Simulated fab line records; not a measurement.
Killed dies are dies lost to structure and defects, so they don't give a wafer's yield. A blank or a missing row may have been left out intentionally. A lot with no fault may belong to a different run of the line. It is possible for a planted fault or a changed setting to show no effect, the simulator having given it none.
fab line records	flow nand-harc
record lots=15	wafers=42	last-day=34
route steps=1302 shown A_CHANNEL_FILL_D1@499 A_ONON_D2@545
lots that met no fault: from a run of the same line without faults
start-h: hours from the record's first day to the start of the lot's first wafer shown	wait-h: hours from the lot's prior step to this one	" as in the row above	L1.1+2: a row that stands for several wafers	- no value, or no start was given	* or withheld: withheld	< > ~ a bound
route shown NAME@n: a module of which the file shows steps, and the number in the route of the first	usual: the fault-free wafers' mean and standard deviation	same: alike in all rows	chamber/n: place in a boat	sites: readings site by site	_std_site: their standard deviation	_edge_site: the outer-site mean with the inner-site mean subtracted	radius-mm: for every site, how far away it sits from the centre of the wafer	mask NAME#n: copy n	behind: the most recent tool/chamber to have shaped the wafer	hold: why the lot was held/for how many hours/how that ended	device: whichever transistor did not switch (one of n, p or np)	end of line: the tests these same wafers got at the end of their route	where a step has no rows: the recipe by itself	killed: dies lost to structure and defects at the first sort, not the wafer's yield	map: a wafer's dies, x killed, . not, _ none there
set.NAME: the setting the step ran with; set.NAME@STEP: the setting that earlier step ran with	model.NAME: the simulator's own value behind a step, which no gauge read
route steps across a sampled set of lots; one table per step, one row per wafer
services: a tool's chamber out of use, with start hour (start-h, from the record's first day; less than 0 if before it), hours out, and reason
## steps
# step NHARC_A_CHANNEL_FILL_D1_ETCHBACK_19
# recipe target-depth-a=50	time-s=1.7	hbr-flow-sccm=150	cl2-flow-sccm=50	rf-w=400	icp-w=400	bias-w=100	chemistry=HBr/Cl2
# usual chamber-pressure-mTorr=15.000/0.014	drypump-motor-current-A=5.7/0.44	oes-product-au=0.997/0.011	throttle-valve-pct=26.406/0.0085
lot.wafer	tool	chamber	start-h	wait-h	chamber-pressure-mTorr	drypump-motor-current-A	oes-product-au	rf-hours-counter-h	throttle-valve-pct
L229.4	rie-si-02	0	216.93	0.4	15.025	6.7	1.017	0.90	26.403
L229.1	"	1	"	"	15.009	5.3	0.986	0.82	26.407
L229.6	"	0	"	"	14.998	6.7	1.010	-	26.408
L230.2	rie-si-04	3	224.89	0.4	15.012	5.6	0.984	0.29	26.386
L230.5	"	1	"	"	15.002	6.2	0.991	-	26.414
L230.6	"	2	"	"	15.000	5.5	1.007	-	26.412
L231.1	rie-si-04	0	234.47	0.4	14.998	5.9	1.003	0.37	26.397
L231.2	"	2	"	"	14.995	5.5	1.006	0.34	26.414
L231.5	"	0	"	"	14.997	5.9	0.998	-	26.419
L232.4	rie-si-02	2	237.98	0.4	15.026	5.3	0.992	0.76	26.414
L232.5	"	2	"	"	14.998	5.3	0.989	-	26.406
L232.6	"	3	"	"	15.018	5.7	0.987	-	26.415
L233.3	rie-si-05	3	255.74	0.4	15.001	5.8	1.009	0.75	26.413
L233.6	"	0	"	"	14.985	5.0	1.007	-	26.403
L233.5	"	1	"	"	14.996	6.1	1.009	-	26.388
L235.4	rie-si-04	2	279.95	0.4	15.006	5.5	1.006	0.50	26.410
L235.5	"	2	"	"	15.010	5.5	1.005	-	26.405
L235.6	"	3	"	"	14.977	5.6	0.983	-	26.403
L238.2	rie-si-04	0	310.23	0.4	15.001	5.9	1.000	0.88	26.410
L238.3	"	2	"	"	14.993	5.5	1.000	0.67	26.402
L240.3	rie-si-04	1	327.21	0.4	15.008	6.2	0.992	0.96	26.407
L240.6	"	2	"	"	15.004	5.5	1.004	-	26.397
L242.6	rie-si-02	3	337.77	0.4	14.995	5.7	0.992	-	26.401
L242.5	"	0	"	"	15.011	6.8	1.003	-	26.411
L245.4	rie-si-02	2	381.97	0.4	15.014	5.3	0.997	0.56	26.412
L245.1	"	0	"	"	14.967	6.7	1.014	0.61	26.417
L245.5	"	2	"	"	15.025	5.3	1.007	-	26.403
L247.1	rie-si-05	1	390.45	0.4	14.994	6.2	1.001	0.42	26.419
L247.3	"	2	"	"	14.993	5.1	0.993	0.44	26.408
L247.4	"	3	"	"	14.992	5.8	1.010	0.58	26.413
L248.1	rie-si-04	2	397.57	0.4	15.014	5.5	1.007	0.22	26.418
L248.2	"	3	"	"	15.008	5.6	0.979	0.23	26.402
L248.4	"	0	"	"	14.991	5.9	0.994	0.26	26.417
L250.4	rie-si-04	2	433.62	0.4	15.015	5.5	0.989	0.41	26.390
L250.3	"	3	"	"	15.027	5.6	0.979	0.45	26.402
L250.6	"	1	"	"	14.997	6.2	0.983	-	26.411
L252.2	rie-si-02	1	433.63	0.4	15.008	5.4	0.986	0.86	26.407
L252.5	"	3	"	"	14.976	5.7	0.995	-	26.404
L252.6	"	0	"	"	15.013	6.8	1.010	-	26.420
L251.1	rie-si-05	3	440.68	0.4	15.006	5.8	1.007	0.89	26.406
L251.2	"	0	"	"	15.026	5.1	1.004	0.90	26.398
L251.6	"	3	"	"	15.004	5.8	1.007	-	26.405
# step NHARC_A_CHANNEL_FILL_D1_ALD_25
# recipe target-thk-a=600	pulse-time-s=10	ald-cycles=600	temp-c=300	material=SiOx
# usual heater-power-w=474/38	precursor-pulse-height-rel=1.001/0.021
lot.wafer	tool	chamber	start-h	wait-h	heater-power-w	precursor-pulse-height-rel
L229.4	ald-hk-02	1	229.17	0.0	507	0.989
L229.1	"	2	"	"	457	1.018
L229.6	"	2	232.27	3.1	456	1.036
L230.2	ald-hk-04	0	238.15	1.3	528	0.995
L230.6	"	2	239.39	2.5	466	1.016
L230.5	"	3	"	"	442	1.006
L231.2	ald-hk-03	0	246.46	0.1	464	1.045
L231.1	"	2	247.71	1.3	477	1.000
L231.5	"	0	248.96	2.5	458	0.993
L232.4	ald-hk-02	3	250.83	0.7	423	0.997
L232.6	"	2	252.68	2.5	469	0.980
L232.5	"	3	"	"	421	1.045
L233.3	ald-hk-03	0	269.66	1.4	458	1.024
L233.6	"	0	272.10	3.9	459	1.005
L233.5	"	1	"	"	429	0.983
L235.4	ald-hk-02	2	291.81	0.0	456	1.002
L235.5	"	2	294.25	2.5	450	1.006
L235.6	"	3	"	"	428	1.016
L238.3	ald-hk-02	1	326.59	0.7	515	1.020
L238.2	"	3	327.84	1.9	430	1.004
L240.3	ald-hk-04	1	342.35	1.9	446	1.016
L240.6	"	3	343.59	3.2	457	0.996
L242.6	ald-hk-03	1	352.21	2.5	437	0.966
L242.5	"	2	"	"	485	0.993
L245.4	ald-hk-03	0	394.06	0.0	464	0.993
L245.1	"	2	395.29	1.3	478	1.014
L245.5	"	0	396.53	2.5	475	1.033
L247.3	ald-hk-02	3	402.36	0.0	426	1.001
L247.4	"	0	"	"	554	1.022
L247.1	"	2	404.21	1.9	501	1.000
L248.1	ald-hk-03	3	409.55	0.1	475	0.990
L248.4	"	1	410.78	1.3	433	1.034
L248.2	"	2	"	"	514	1.033
L252.2	ald-hk-02	3	445.62	0.1	418	1.013
L252.6	"	3	448.11	2.5	428	0.956
L252.5	"	0	"	"	539	1.026
L250.4	ald-hk-03	2	446.26	0.7	515	1.006
L250.3	"	0	447.53	2.0	449	0.997
L250.6	"	2	448.80	3.2	509	0.962
L251.2	ald-hk-03	3	456.23	1.3	490	0.994
L251.1	"	0	"	"	449	0.967
L251.6	"	2	458.08	3.1	509	0.975
# step NHARC_A_ONON_D2_DEP_00
# recipe target-thk-a=10000	n2-flow-sccm=2750	n2o-flow-sccm=2000	nh3-flow-sccm=500	sih4-flow-sccm=210	temp-c=400
# usual sih4-flow-sccm=210.1/0.61
lot.wafer	tool	chamber	start-h	wait-h	sih4-flow-sccm
L229.1	pecvd-onon-03	0	289.47	0.1	210.2
L229.4	"	0	"	"	210.2
L229.6	"	0	"	"	210.6
L230.2	pecvd-onon-02	0	289.53	0.1	210.6
L230.5	"	0	"	"	210.0
L230.6	"	0	"	"	211.3
L231.1	pecvd-onon-03	0	295.30	0.1	208.6
L231.2	"	0	"	"	209.4
L231.5	"	0	"	"	209.0
L232.4	pecvd-onon-04	0	295.46	0.2	210.2
L232.5	"	0	"	"	209.5
L232.6	"	0	"	"	210.5
L233.3	pecvd-onon-03	0	320.61	0.2	210.2
L233.5	"	0	"	"	210.2
L233.6	"	0	"	"	209.7
L235.4	pecvd-onon-03	0	338.94	0.2	210.7
L235.5	"	0	"	"	210.7
L235.6	"	0	"	"	209.5
L238.2	pecvd-onon-03	0	374.63	0.1	209.2
L238.3	"	0	"	"	209.0
L240.3	pecvd-onon-03	0	385.93	0.2	209.6
L240.6	"	0	"	"	210.6
L242.5	pecvd-onon-03	0	400.73	0.3	211.2
L242.6	"	0	"	"	210.0
L245.1	pecvd-onon-04	0	447.51	0.1	209.0
L245.4	"	0	"	"	210.2
L245.5	"	0	"	"	210.5
L247.1	pecvd-onon-02	0	452.19	0.1	209.8
L247.3	"	0	"	"	209.8
L247.4	"	0	"	"	209.2
L248.1	pecvd-onon-04	0	470.02	0.1	211.2
L248.2	"	0	"	"	210.6
L248.4	"	0	"	"	211.0
L250.3	pecvd-onon-03	0	496.98	0.2	209.8
L250.4	"	0	"	"	209.6
L250.6	"	0	"	"	210.7
L252.2	pecvd-onon-02	0	497.07	0.1	210.9
L252.5	"	0	"	"	209.8
L252.6	"	0	"	"	210.3
L251.1	pecvd-onon-03	0	502.86	0.1	210.0
L251.2	"	0	"	"	209.6
L251.6	"	0	"	"	209.5
# step NHARC_A_ONON_D2_THK_MEAS_02
# recipe thk-meas-gauge=ellipsometry
# usual thk-nm=1001/7.6
lot.wafer	tool	chamber	start-h	wait-h	thk-nm
L229.1	film-metro-01	-	289.97	-	996
L229.4	"	-	"	"	996
L229.6	"	-	"	"	999
L230.2	film-metro-02	-	289.99	-	1010
L230.5	"	-	"	"	1010
L230.6	"	-	"	"	1012
L232.4	film-metro-01	-	295.80	-	1009
L232.5	"	-	"	"	1011
L232.6	"	-	"	"	1009
L231.1	film-metro-02	-	295.81	-	989
L231.2	"	-	"	"	988
L231.5	"	-	"	"	989
L233.3	film-metro-02	-	321.00	-	1005
L233.5	"	-	"	"	1004
L233.6	"	-	"	"	1003
L235.4	film-metro-02	-	339.28	-	1011
L235.5	"	-	"	"	1012
L235.6	"	-	"	"	1012
L238.2	film-metro-01	-	375.09	-	1085
L238.3	"	-	"	"	990
L240.3	film-metro-01	-	386.33	-	991
L240.6	"	-	"	"	1086
L242.5	film-metro-02	-	401.01	-	993
L242.6	"	-	"	"	1086
L245.1	film-metro-02	-	448.02	-	994
L245.4	"	-	"	"	993
L245.5	"	-	"	"	994
L247.1	film-metro-01	-	452.71	-	1016
L247.3	"	-	"	"	1012
L247.4	"	-	"	"	1013
L248.1	film-metro-02	-	470.54	-	989
L248.2	"	-	"	"	991
L248.4	"	-	"	"	987
L250.3	film-metro-02	-	497.37	-	1008
L250.4	"	-	"	"	1008
L250.6	"	-	"	"	1008
L252.2	film-metro-01	-	497.51	-	995
L252.5	"	-	"	"	995
L252.6	"	-	"	"	996
L251.1	film-metro-02	-	503.37	-	1003
L251.2	"	-	"	"	1005
L251.6	"	-	"	"	1001
## services
tool	chamber	start-h	hours	kind
pecvd-onon-02	-	207.18	1.4	repair
ald-hk-03	-	218.85	10.0	pm
ald-hk-03	0	218.85	10.0	vent-cycle
ald-hk-03	1	218.85	10.0	vent-cycle
ald-hk-03	2	218.85	10.0	vent-cycle
ald-hk-03	3	218.85	10.0	vent-cycle
pecvd-onon-03	-	227.00	13.0	pm
ald-hk-04	-	254.87	10.0	pm
rie-si-02	-	277.00	9.0	pm
ald-hk-04	-	286.07	4.4	repair
rie-si-05	3	293.81	1.9	repair
rie-si-05	-	305.00	9.0	pm
pecvd-onon-04	-	311.23	13.0	pm
rie-si-04	-	342.00	9.0	pm
ald-hk-02	-	348.00	10.0	pm
rie-si-02	0	349.11	1.9	repair
pecvd-onon-02	-	366.00	13.0	pm
pecvd-onon-03	-	393.57	2.8	repair
pecvd-onon-03	-	408.00	13.0	pm
rie-si-02	3	446.84	12.8	repair
rie-si-02	-	454.00	9.0	pm
rie-si-04	2	468.66	3.0	repair
rie-si-05	-	482.00	9.0	pm
pecvd-onon-04	-	492.23	13.0	pm
## key
first-sign step=NHARC_A_ONON_D2_THK_MEAS_02	reading=thk-nm	direction=up	sigmas=11	usual=1001	struck=1086
effect none on later readings
met-at NHARC_A_ONON_D2_DEP_00
struck-lots L238,L240,L242
struck-wafers L238.2,L240.6,L242.6
later-rows-left-out L238.2,L240.6,L242.6
sort-left-out L238.2,L240.6,L242.6
tester-left-out L238,L240,L242
not-acting-at NHARC_A_CHANNEL_FILL_D1_ETCHBACK_19,NHARC_A_CHANNEL_FILL_D1_ALD_25
onset-between 338.94 374.63
fault kind=process-parameter-drift	tool=pecvd-onon-03	chamber=-	onset-h=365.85	steps=NHARC_A_ONON_D2_DEP_00	channel=target-thk-a	offset=*	shape=step	end-h=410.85	scope=struck-wafers-only	acts-in=*	stated=*
# tester-left-out: of these lots the tester's yield and bins aren't shown, on N5 and GAA mostly nor the transistor test; their killed dies are dies lost to structure and defects alone, not to doping, threshold or leakage, so they don't give the yield
# sort-left-out: the simulated sort isn't trusted on such a fault, so these wafers' sort isn't shown, and their yield isn't known
# later-rows-left-out: the simulator's readings of these wafers behind a module that went badly wrong aren't trusted and aren't shown, but for the sort
